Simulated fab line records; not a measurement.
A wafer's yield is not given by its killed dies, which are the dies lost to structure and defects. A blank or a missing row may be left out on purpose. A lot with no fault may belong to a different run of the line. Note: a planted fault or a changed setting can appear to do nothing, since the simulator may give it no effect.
Split-lot trial -- flow n5-finfet -- 39 wafers read from 7 lots, route of 1938 steps

## ON THE SPLIT
At N5_MOL_CONTACT_COAG_ETCHBACK_136 (etches SiO2 in CHF3, target depth 25 nm, time 16.7 s), the setting target-depth-a was moved away from the recipe's 250 angstrom on 12 of the 39 wafers read, by -52.4% to +21.6%. The other wafers ran this setting at the recipe's value.

## FROM THE SPLIT TO THE READING: what the file shows between them, 3 steps
- N5_MOL_CONTACT_COAG_STRIP_120: strips in CHF3
- N5_MOL_CONTACT_COAG_VIA_ETCH_117: etches SiO2 in C4F6/O2, target depth 40 nm, overetch 8 nm, time 26 s
- N5_MOL_CONTACT_COAG_ETCH_124: etches SiNx in CH3F/O2, stops on SiOC, target depth 6.5 nm

## THE READING
SOC_of_MOL_CONTACT_COAG_COAT_62.thk-nm (the simulator's own value, which no gauge read), in nm, at N5_MOL_CONTACT_COAG_ETCH_48 (etches SiOC in C4F6/O2, target depth 15 nm, overetch 4.5 nm, time 17 s). The file gives no usual value for it. The 27 wafers here that ran the recipe average 45.9 nm, standard deviation 0.22 nm.

wafer,"tool, chamber at the split","target-depth-a as run, angstrom",against the recipe,"SOC_of_MOL_CONTACT_COAG_COAT_62.thk-nm, nm",against lot-mates on the recipe
L074.1,"rie-diel-04, 2,0,0",250,recipe,45.6,-
L074.2,"rie-diel-04, 1,3",141.6,-43.4%,47.2,+1.3
L074.3,"rie-diel-04, 3",141.6,-43.4%,47.4,+1.5
L074.6,"rie-diel-04, 1,3",141.6,-43.4%,47.4,+1.5
L074.4,"rie-diel-04, 2,0,0",250,recipe,46,-
L074.5,"rie-diel-04, 2,0,0",250,recipe,46,-
L082.1,"rie-diel-05, 1",250,recipe,46.2,-
L082.3,"rie-diel-05, 3,0",250,recipe,46.2,-
L082.2,"rie-diel-05, 2",303.9,+21.6%,45.2,-0.9
L082.4,"rie-diel-05, 3,0",250,recipe,46,-
L082.5,"rie-diel-05, 3,2",303.9,+21.6%,45.6,-0.5
L082.6,"rie-diel-05, 3,2",303.9,+21.6%,45.4,-0.7
L086.1,"rie-diel-02, 0,1,3,2,1,2",250,recipe,46,-
L086.2,"rie-diel-02, 0,1,3,2,1,2",250,recipe,46,-
L086.5,"rie-diel-02, 0,1,3,2,1,2",250,recipe,46,-
L086.3,"rie-diel-02, 0,1,3,2,1,2",250,recipe,45.8,-
L086.4,"rie-diel-02, 0,1,3,2,1,2",250,recipe,46.2,-
L086.6,"rie-diel-02, 0,1,3,2,1,2",250,recipe,46.2,-
L091.3,"rie-diel-04, 3,1",250,recipe,46.2,-
L091.5,"rie-diel-04, 0",250,recipe,46.4,-
L091.6,"rie-diel-04, 3,1",250,recipe,45.8,-
L092.1,"rie-diel-05, 3,2,2,3,3",250,recipe,45.8,-
L092.6,"rie-diel-05, 2",250,recipe,45.8,-
L092.2,"rie-diel-05, 3,2,2,3,3",250,recipe,45.6,-
L092.3,"rie-diel-05, 3,2,2,3,3",250,recipe,45.6,-
L092.4,"rie-diel-05, 3,2,2,3,3",250,recipe,46,-
L092.5,"rie-diel-05, 3,2,2,3,3",250,recipe,46,-
L094.1,"rie-diel-02, 2",119,-52.4%,47.2,+1.5
L094.6,"rie-diel-02, 3,2",119,-52.4%,47.2,+1.5
L094.2,"rie-diel-02, 0,3",250,recipe,45.8,-
L094.3,"rie-diel-02, 1",250,recipe,45.6,-
L094.4,"rie-diel-02, 0,3",250,recipe,45.6,-
L094.5,"rie-diel-02, 3,2",119,-52.4%,47,+1.3
L096.1,"rie-diel-02, 3,0",174.1,-30.4%,47,+1.1
L096.3,"rie-diel-02, 2",174.1,-30.4%,47,+1.1
L096.2,"rie-diel-02, 1,3",250,recipe,45.8,-
L096.5,"rie-diel-02, 1,3",250,recipe,45.8,-
L096.4,"rie-diel-02, 3,0",174.1,-30.4%,47.2,+1.3
L096.6,"rie-diel-02, 0",250,recipe,46.2,-
When a row names more than one chamber, that row covers several wafers, and the file does not tell which wafer ran in which chamber.

FIT RESULTS
A straight line over all 39 wafers: SOC_of_MOL_CONTACT_COAG_COAT_62.thk-nm changes by -0.0278 nm for each +1% of target-depth-a; r = -0.92; the points scatter about the line by 0.24 nm.
The same after taking each lot's own level away (the mean of its wafers on the recipe; 39 wafers): -0.0317 nm for each +1%; r = -0.97; scatter 0.17 nm.
That fit puts the effect of the largest move of target-depth-a on the reading at 1.7 nm.
The span of the lots' own levels, 45.67 to 46.13 nm, comes to 2.1 times the standard deviation stated above.
Thus the slope moves with the lot-to-lot level: the two fits are different.
Check: for one of the wafers moved furthest among these (-52.4%), held out of the fit, the line's prediction against its lot-mates is +1.68 nm. It came out at +1.53 nm against them.

## THESE WAFERS: OTHER SPLITS
These wafers also went through other splits before the reading. Each is held against what the fit with the lots' levels taken away leaves over:
other split on the same wafers,wafers away from the commonest value,r with SOC_of_MOL_CONTACT_COAG_COAT_62.thk-nm (lot level and that fit taken away)
N5_FIN_SAQP_DEVELOP_15 develop-time-s,15,-0.31
N5_DUMMY_GATE_PECVD_30 time-s,15,+0.15
N5_HKMG_FIN_ALD_91 ald-cycles,12,+0.26
N5_HKMG_FIN_NWFM_ALD_20 ald-cycles,9,+0.06

## THE WHOLE CHAIN: every reading that the file lists as answering this split, in the file's order
step,what it does,reading,change (the file's fit),r (the file's)
N5_MOL_CONTACT_COAG_ETCHBACK_136,"etches SiO2 in CHF3, target depth 25 nm, time 16.7 s","SOC_of_MOL_CONTACT_COAG_COAT_62.thk-nm (the simulator's own value, which no gauge read)",-0.0282 nm for each +1% of the setting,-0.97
N5_MOL_CONTACT_COAG_VIA_ETCH_117,"etches SiO2 in C4F6/O2, target depth 40 nm, overetch 8 nm, time 26 s","MOL_CONTACT_COAG.feature-depth-nm (the simulator's own value, which no gauge read)",-0.173 nm for each +1% of the setting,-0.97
N5_MOL_CONTACT_COAG_VIA_ETCH_117,"etches SiO2 in C4F6/O2, target depth 40 nm, overetch 8 nm, time 26 s","etch.depth-nm (the simulator's own value, which no gauge read)",-0.172 nm for each +1% of the setting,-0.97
N5_MOL_CONTACT_COAG_VIA_ETCH_117,"etches SiO2 in C4F6/O2, target depth 40 nm, overetch 8 nm, time 26 s","SOC_of_MOL_CONTACT_COAG_COAT_62.thk-nm (the simulator's own value, which no gauge read)",-0.0302 nm for each +1% of the setting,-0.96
N5_MOL_CONTACT_COAG_ETCH_124,"etches SiNx in CH3F/O2, stops on SiOC, target depth 6.5 nm","SOC_of_MOL_CONTACT_COAG_COAT_62.thk-nm (the simulator's own value, which no gauge read)",-0.0307 nm for each +1% of the setting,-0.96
N5_MOL_CONTACT_COAG_ETCH_48,"etches SiOC in C4F6/O2, target depth 15 nm, overetch 4.5 nm, time 17 s","SOC_of_MOL_CONTACT_COAG_COAT_62.thk-nm (the simulator's own value, which no gauge read)",-0.0317 nm for each +1% of the setting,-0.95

## FILE'S OWN FIT
SOC_of_MOL_CONTACT_COAG_COAT_62.thk-nm changes by -0.0317 nm for each +1% of target-depth-a, r = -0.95.
